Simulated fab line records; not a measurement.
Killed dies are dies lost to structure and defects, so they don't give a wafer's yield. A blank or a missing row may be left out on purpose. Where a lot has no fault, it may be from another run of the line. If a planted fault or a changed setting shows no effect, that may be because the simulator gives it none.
Struck lot and sound lot, side by side :: flow nandHarc :: 14 steps out of a route of 1302
Sound: the wafers L659.1, L659.2, L659.6. Struck: wafer L678.2 (L678.1, L678.4, from the same lot, were not struck and are left out); the cause is given at the end.
Each step with rows lists, per side, the tool, then ch with its chambers, then its first start. Under that, the readings that differ: sound wafers :: struck wafers :: difference of the means :: sigmas: that difference in standard deviations of wafers without a fault.
alike: same words and numbers on both sides, and readings whose means sit less than 2 such deviations apart. not compared: any withheld reading, any reading some wafer has no value for, any bound like >300 that may hide the same value, and any number with overlapping values for which the record gives no deviation.
The two part at a step that has a row with sigmas, a row that says differs or no value, or rows on one side only. Numbers that have no deviation but don't overlap get no sigmas and don't part them. Lack of a reading on every wafer of one side parts them only where that side has two or more wafers.

NHARC_P_M1_CMP_23: polishes, t overpolish 20 s, target thk 157.82 nm.
  sound on cmp-04 ch 0,2, day 7 15:52; struck on cmp-02 ch 0, day 15 14:06
  alike: motorCurrentA, timeToEndpointS
NHARC_P_M1_THK_MEAS_24: measures by xrf.
  sound on filmMetro-01 at day 7 16:09; struck on filmMetro-01 at day 15 14:25
  alike: thkNm
following that, these wafers have no rows for 1 step: NHARC_P_M1_SRD_25.
NHARC_P_M1_INSPECT_27:
  sound on defectInspect-01 at day 7 16:19; struck on defectInspect-01 at day 15 14:34
  alike: rawDefectCount
NHARC_P_M1_PRE_CLEAN_32: time 12 s.
  sound on pecvd-04 ch 0,2, day 7 16:23; struck on pecvd-04 ch 2, day 15 14:39
  alike: heaterPowerW
NHARC_P_M1_DEP_33: deposits SiCN, target thk 30 nm.
  sound on pecvd-04 ch 0,2, day 7 16:28; struck on pecvd-04 ch 2, day 15 14:46
  alike: heaterPowerW
then, 5 steps without rows for these wafers: NHARC_P_M2_DEP_00 (deposits SiOC, target thk 182.5 nm); NHARC_P_M2_DEHYDRATE_01 (time 120 s); NHARC_P_M2_HMDS_02 (time 30 s); NHARC_P_M2_COAT_34 (time 65 s); NHARC_P_M2_COAT_03 (resist thk 90 nm).
NHARC_P_M2_SOFTBAKE_04: time 55 s.
  sound on lithoTrack-06 ch 0, day 7 17:00; struck on lithoTrack-06 ch 0, day 15 15:00
reading: heaterPowerTotalW (W)
sound: 188.48 188.28 188.28
struck: 212.55
difference: +24.20
sigmas: +99 or more
  alike: chillPlateTempC
following that, these wafers have no rows for 1 step: NHARC_P_M2_EBR_05.
-- jump in the record: it breaks off in module P_M2 and resumes in module END (first step shown: number 1302 of the route), and 18 days separate the struck wafers' starts before and after --
NHARC_END_SORT_01:
  sound on prober-02 ch 0, day 25 15:29; struck on prober-01 ch 0, day 33 19:43
  alike: defectLimitedYield, killedAtArray, killedAtOther, killedAtPeriphery, killedDies, killedOpen, killedShort, sort_bin_2_pct, sort_bin_3_pct, sort_bin_4_pct, sortNPass, sortRimYieldPct, sortYieldPct

## WHERE THEY PART
NHARC_P_M2_SOFTBAKE_04 only, going by this record. Later steps at which nothing parts them and some readings are alike: NHARC_END_SORT_01.

WHY: the cause the simulator had injected
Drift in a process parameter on lithoTrack-06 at NHARC_P_M2_SOFTBAKE_04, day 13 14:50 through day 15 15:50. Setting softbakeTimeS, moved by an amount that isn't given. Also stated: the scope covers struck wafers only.
